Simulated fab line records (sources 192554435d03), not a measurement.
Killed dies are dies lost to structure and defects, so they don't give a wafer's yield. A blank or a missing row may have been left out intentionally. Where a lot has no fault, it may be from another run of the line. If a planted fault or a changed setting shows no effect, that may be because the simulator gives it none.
Which of the tools did it? + flow n5-finfet + 24 lots, 72 wafers sampled, at 4 steps of a route of 1938

## WHAT THE GAUGES SHOWED, per wafer
N5_SDB_INSPECT_13: inspects for defects (brightfield).
| lot  | measured     | on                | raw-defect-count |
|------|--------------|-------------------|------------------|
| L074 | day 3 17:37  | defect-inspect-02 | 65 199 89        |
| L075 | day 4 03:25  | defect-inspect-01 | 44 49 61         |
| L076 | day 4 08:18  | defect-inspect-01 | 98 73 41         |
| L077 | day 4 12:53  | defect-inspect-02 | 33 43 67         |
| L078 | day 4 15:32  | defect-inspect-02 | 57 20 92         |
| L079 | day 5 01:56  | defect-inspect-02 | 49 85 93         |
| L080 | day 5 05:13  | defect-inspect-02 | 26 50 74         |
| L081 | day 5 13:38  | defect-inspect-02 | 90 162 89        |
| L082 | day 5 19:40  | defect-inspect-01 | 59 75 111        |
| L083 | day 6 00:39  | defect-inspect-01 | 53 54 35         |
| L084 | day 6 05:08  | defect-inspect-01 | 78 52 74         |
| L085 | day 6 12:14  | defect-inspect-01 | 68 42 56         |
| L086 | day 6 22:03  | defect-inspect-02 | 95 61 111        |
| L087 | day 7 00:17  | defect-inspect-02 | 58 29 94         |
| L088 | day 7 07:09  | defect-inspect-02 | 45 67 71         |
| L089 | day 7 15:01  | defect-inspect-02 | 54 126 39        |
| L090 | day 7 16:08  | defect-inspect-02 | 108 52 83        |
| L091 | day 8 19:00  | defect-inspect-02 | 41 119 102       |
| L092 | day 8 20:05  | defect-inspect-01 | 51 57 36         |
| L093 | day 8 22:16  | defect-inspect-02 | 81 151 89        |
| L096 | day 10 15:42 | defect-inspect-01 | 69 53 48         |
| L095 | day 10 17:08 | defect-inspect-01 | 51 48 48         |
| L094 | day 10 17:55 | defect-inspect-01 | 71 80 115        |
| L097 | day 10 19:11 | defect-inspect-02 | 93 141 145       |

N5_HKMG_FIN_CD_MEAS_49: target cd 202 nm.
| lot  | measured     | on        | cd-nm (nm)        |
|------|--------------|-----------|-------------------|
| L074 | day 3 23:40  | cd-sem-03 | 202.2 201.9 203.0 |
| L075 | day 4 09:10  | cd-sem-01 | 202.1 201.6 203.2 |
| L076 | day 4 14:32  | cd-sem-02 | 202.4 202.5 202.9 |
| L077 | day 4 18:19  | cd-sem-03 | 201.5 201.0 201.5 |
| L078 | day 4 21:01  | cd-sem-01 | 201.3 201.2 201.2 |
| L079 | day 5 07:58  | cd-sem-01 | 202.5 202.0 202.7 |
| L080 | day 5 11:11  | cd-sem-03 | 202.5 202.2 203.0 |
| L081 | day 5 19:14  | cd-sem-03 | 202.3 202.3 202.5 |
| L082 | day 6 01:08  | cd-sem-01 | 201.5 201.4 201.6 |
| L083 | day 6 06:20  | cd-sem-03 | 202.0 202.0 202.0 |
| L084 | day 6 10:33  | cd-sem-02 | 202.6 201.7 202.4 |
| L085 | day 6 17:51  | cd-sem-01 | 201.9 202.0 201.6 |
| L086 | day 7 03:45  | cd-sem-03 | 202.0 201.5 202.0 |
| L087 | day 7 06:37  | cd-sem-03 | 202.5 202.2 202.6 |
| L088 | day 7 12:53  | cd-sem-02 | 201.1 202.2 201.2 |
| L089 | day 7 20:41  | cd-sem-02 | 202.3 202.4 201.5 |
| L090 | day 7 22:06  | cd-sem-02 | 201.3 202.2 201.9 |
| L091 | day 9 02:53  | cd-sem-03 | 201.8 202.1 202.1 |
| L092 | day 9 03:28  | cd-sem-03 | 202.5 202.2 203.2 |
| L093 | day 9 04:18  | cd-sem-03 | 201.7 201.7 201.6 |
| L096 | day 10 22:04 | cd-sem-02 | 201.9 202.0 201.9 |
| L095 | day 10 22:34 | cd-sem-03 | 203.5 202.4 202.7 |
| L094 | day 11 00:28 | cd-sem-03 | 201.7 201.2 202.2 |
| L097 | day 11 01:17 | cd-sem-03 | 201.2 202.0 201.6 |

## TOOL THAT RAN EACH LOT (tool first, then ch and the chambers of the sampled wafers, then the start)
| lot  | N5_SDB_ALD_29                     | N5_DUMMY_REMOVAL_HM_STRIP_01       |
|------|-----------------------------------|------------------------------------|
| L074 | ald-sin-01 ch 0,1,3, day 3 18:46  | rie-diel-03 ch 0,1,3, day 3 21:52  |
| L075 | ald-sin-04 ch 1,2,3, day 4 04:22  | rie-diel-05 ch 1,2,3, day 4 07:28  |
| L076 | ald-sin-01 ch 1,2,3, day 4 09:23  | rie-diel-03 ch 0,1,2, day 4 12:50  |
| L077 | ald-sin-02 ch 0,2,3, day 4 13:43  | rie-diel-02 ch 0,1, day 4 16:49    |
| L078 | ald-sin-04 ch 0,1,3, day 4 16:26  | rie-diel-02 ch 1,2,3, day 4 19:31  |
| L079 | ald-sin-04 ch 2,3, day 5 03:08    | rie-diel-02 ch 0,2,3, day 5 06:28  |
| L080 | ald-sin-02 ch 0,1,2, day 5 06:37  | rie-diel-05 ch 1,2, day 5 09:42    |
| L081 | ald-sin-04 ch 0,1,3, day 5 14:34  | rie-diel-03 ch 0,1,3, day 5 17:40  |
| L082 | ald-sin-02 ch 0,2, day 5 20:32    | rie-diel-03 ch 2,3, day 5 23:38    |
| L083 | ald-sin-01 ch 0,1,3, day 6 01:52  | rie-diel-03 ch 0,2, day 6 04:57    |
| L084 | ald-sin-01 ch 0,1,3, day 6 05:58  | rie-diel-03 ch 1,2,3, day 6 09:02  |
| L085 | ald-sin-02 ch 0,1,3, day 6 13:16  | rie-diel-05 ch 0,1, day 6 16:21    |
| L086 | ald-sin-01 ch 0,2,3, day 6 23:10  | rie-diel-02 ch 0,1,3, day 7 02:15  |
| L087 | ald-sin-01 ch 0,2,3, day 7 01:58  | rie-diel-05 ch 2,3, day 7 05:15    |
| L088 | ald-sin-02 ch 0,2,3, day 7 07:59  | rie-diel-03 ch 1,2, day 7 11:07    |
| L089 | ald-sin-02 ch 0,1,2, day 7 15:51  | rie-diel-03 ch 2,3, day 7 19:11    |
| L090 | ald-sin-01 ch 2,3, day 7 17:08    | rie-diel-03 ch 1,2, day 7 20:36    |
| L091 | ald-sin-01 ch 1,3, day 8 22:16    | rie-diel-02 ch 1,3, day 9 01:21    |
| L092 | ald-sin-02 ch 1,2,3, day 8 22:45  | rie-diel-02 ch 1,3, day 9 01:51    |
| L093 | ald-sin-04 ch 1,2,3, day 8 23:43  | rie-diel-03 ch 0,1,3, day 9 02:48  |
| L096 | ald-sin-02 ch 0,1,3, day 10 17:29 | rie-diel-03 ch 1,2,3, day 10 20:34 |
| L095 | ald-sin-04 ch 0,1,3, day 10 17:58 | rie-diel-03 ch 1,2,3, day 10 21:04 |
| L094 | ald-sin-01 ch 0,1, day 10 19:01   | rie-diel-02 ch 2,3, day 10 22:08   |
| L097 | ald-sin-02 ch 1,2,3, day 10 20:49 | rie-diel-03 ch 0,2,3, day 10 23:55 |
- N5_SDB_ALD_29: deposits SiNx, target thk 30 nm, pulse time 1 s, ald cycles 600.
- N5_DUMMY_REMOVAL_HM_STRIP_01: strips SiNx in CH3F/O2, stops on poly-Si, target depth 4 nm, time 6.8 s.

## AS READ BY THE TOOLS THEMSELVES (means over the sampled wafers that have a number; for cases with no such wafer, the mark the record gives instead)
N5_SDB_ALD_29.
| lot  | tool       | heater-power-w (W) | precursor-pulse-height-rel |
|------|------------|--------------------|----------------------------|
| L074 | ald-sin-01 | 883                | 0.984                      |
| L075 | ald-sin-04 | 934                | 1.000                      |
| L076 | ald-sin-01 | 858                | 0.983                      |
| L077 | ald-sin-02 | 789                | 1.002                      |
| L078 | ald-sin-04 | 867                | 1.007                      |
| L079 | ald-sin-04 | 971                | 0.993                      |
| L080 | ald-sin-02 | 810                | 0.986                      |
| L081 | ald-sin-04 | 864                | 1.010                      |
| L082 | ald-sin-02 | 775                | 0.976                      |
| L083 | ald-sin-01 | 842                | 1.004                      |
| L084 | ald-sin-01 | 854                | 1.004                      |
| L085 | ald-sin-02 | 821                | 0.998                      |
| L086 | ald-sin-01 | 892                | 0.996                      |
| L087 | ald-sin-01 | 888                | 1.003                      |
| L088 | ald-sin-02 | 810                | 1.003                      |
| L089 | ald-sin-02 | 803                | 1.008                      |
| L090 | ald-sin-01 | 824                | 1.007                      |
| L091 | ald-sin-01 | 805                | 1.005                      |
| L092 | ald-sin-02 | 803                | 0.989                      |
| L093 | ald-sin-04 | 938                | 0.988                      |
| L096 | ald-sin-02 | 804                | 1.008                      |
| L095 | ald-sin-04 | 855                | 0.994                      |
| L094 | ald-sin-01 | 932                | 0.992                      |
| L097 | ald-sin-02 | 809                | 1.000                      |

N5_DUMMY_REMOVAL_HM_STRIP_01.
| lot  | tool        | CH3F_flow_sccm (sccm) | drypump-motor-current-A (A) | oes-product-au (a.u.) | rf-vpp-V (V) | showerhead-plenum-p-Torr (Torr) | throttle-valve-pct (%) |
|------|-------------|-----------------------|-----------------------------|-----------------------|--------------|---------------------------------|------------------------|
| L074 | rie-diel-03 | 29.98                 | 5.7                         | 0.63                  | 128.3        | 2.07                            | 16.43                  |
| L075 | rie-diel-05 | 29.97                 | 6.0                         | 0.65                  | 127.7        | 2.01                            | 16.42                  |
| L076 | rie-diel-03 | 29.99                 | 5.8                         | 0.63                  | 127.4        | 2.01                            | 16.45                  |
| L077 | rie-diel-02 | 30.06                 | 5.1                         | 0.59                  | 127.5        | 2.01                            | 16.56                  |
| L078 | rie-diel-02 | 29.96                 | 5.8                         | 0.65                  | 126.3        | 1.93                            | 16.33                  |
| L079 | rie-diel-02 | 30.08                 | 5.6                         | 0.63                  | 127.2        | 1.98                            | 16.38                  |
| L080 | rie-diel-05 | 30.13                 | 5.9                         | 0.61                  | 127.3        | 2.00                            | 16.46                  |
| L081 | rie-diel-03 | 29.99                 | 5.7                         | 0.62                  | 128.2        | 2.07                            | 16.46                  |
| L082 | rie-diel-03 | 30.05                 | 5.6                         | 0.59                  | 127.1        | 1.98                            | 16.46                  |
| L083 | rie-diel-03 | 29.92                 | 5.8                         | 0.64                  | 128.0        | 2.04                            | 16.35                  |
| L084 | rie-diel-03 | 29.96                 | 5.6                         | 0.59                  | 127.5        | 2.00                            | 16.54                  |
| L085 | rie-diel-05 | 30.03                 | 5.5                         | 0.68                  | 127.6        | 2.02                            | 16.09                  |
| L086 | rie-diel-02 | 29.99                 | 5.4                         | 0.59                  | 127.3        | 1.96                            | 16.48                  |
| L087 | rie-diel-05 | 30.01                 | 6.3                         | 0.67                  | 127.7        | 1.99                            | 16.48                  |
| L088 | rie-diel-03 | 30.03                 | 5.7                         | 0.58                  | 125.4        | 1.94                            | 16.56                  |
| L089 | rie-diel-03 | 29.96                 | 5.6                         | 0.57                  | 126.9        | 1.97                            | 16.50                  |
| L090 | rie-diel-03 | 29.98                 | 5.7                         | 0.58                  | 126.9        | 1.94                            | 16.57                  |
| L091 | rie-diel-02 | 29.98                 | 5.7                         | 0.61                  | 127.1        | 1.91                            | 16.45                  |
| L092 | rie-diel-02 | 29.92                 | 5.8                         | 0.60                  | 126.9        | 1.91                            | 16.37                  |
| L093 | rie-diel-03 | 29.98                 | 5.7                         | 0.61                  | 127.6        | 2.06                            | 16.51                  |
| L096 | rie-diel-03 | 29.93                 | 5.6                         | 0.57                  | 126.9        | 1.99                            | 16.59                  |
| L095 | rie-diel-03 | 30.00                 | 5.6                         | 0.57                  | 126.7        | 1.99                            | 16.58                  |
| L094 | rie-diel-02 | 30.03                 | 6.0                         | 0.65                  | 125.9        | 1.94                            | 16.32                  |
| L097 | rie-diel-03 | 29.93                 | 5.7                         | 0.60                  | 127.4        | 2.03                            | 16.47                  |

## THE ANSWER, worked out from the rows above alone
Rule: usual is defined by the lots themselves. The widest of any qualifying gaps counts: lots, ordered by their means at a reading, are off when they make up no more than a third of the lots, leave a main group of 4 or more, and stand apart from it by 3 or more times the standard deviation of that group's means. The tables above print the reading to a certain number of digits; a main group whose means all agree to those digits is not used. A lot without any number at a reading at which 4 lots or more have one is off too. All remaining lots with rows at the step are treated as sound. First the gauges in route order, then the tools' own readings, where a lot's mean is used as printed above. The first step at which some lot is off is used, and at that step the reading that is off furthest; a lot without a number counts as furthest.
No lot is off on any of the readings shown, so nothing can be concluded from this.

## WHAT THE SIMULATOR HAD INSERTED
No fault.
